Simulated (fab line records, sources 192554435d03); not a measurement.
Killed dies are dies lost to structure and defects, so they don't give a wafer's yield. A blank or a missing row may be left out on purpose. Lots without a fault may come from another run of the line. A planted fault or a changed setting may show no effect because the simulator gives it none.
Chamber matching | flow n5_finfet | N5_BEOL_M1_CO_CAP_55 on cvd_co-01: 3 sister chambers
The step material Co, precursor CCTBA/H2, target thk 2 nm, time 102.1 s. 3 wafers are shown with their chamber, then 12 later ones without.

WAFERS WITH THEIR CHAMBER
wafer  | chamber | heater_power_w (W)
L086.5 | 0       | 219
L090.3 | 1       | 250
L090.4 | 2       | 230

WAFERS WITHOUT THEIR CHAMBER
wafer  | heater_power_w (W)
L093.1 | 256
L093.3 | 227
L093.4 | 248
L094.1 | 217
L094.3 | 223
L094.4 | 220
L096.2 | 221
L096.3 | 217
L096.4 | 258
L097.2 | 257
L097.4 | 252
L097.5 | 214

WHICH CHAMBER EACH WENT THROUGH
wafer  | from the rows above     | in truth
L093.1 | 1                       | 1
L093.3 | can't be placed: 2 or 0 | 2
L093.4 | 1                       | 1
L094.1 | 0                       | 0
L094.3 | can't be placed: 0 or 2 | 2
L094.4 | 0                       | 0
L096.2 | can't be placed: 0 or 2 | 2
L096.3 | 0                       | 0
L096.4 | 1                       | 1
L097.2 | 1                       | 1
L097.4 | 1                       | 1
L097.5 | 0                       | 0
Placed correctly: 9 of 12. Can't be placed from these rows: 3 (the true chamber is among the candidates in 3). Placed wrongly: 0.
How it was worked out, from the rows above alone: a wafer's distance from a chamber is the root of the sum, over the readings, of the square of ((its reading less the chamber's mean) divided by the reading's scatter). The wafer belongs to the nearest chamber; if the next one is less than 2 further off, it can't be placed. A chamber's mean is the mean of its shown wafers. The scatter: with one shown wafer a chamber, the root of the mean of the squares of how far each hidden wafer lies from its nearest shown one.
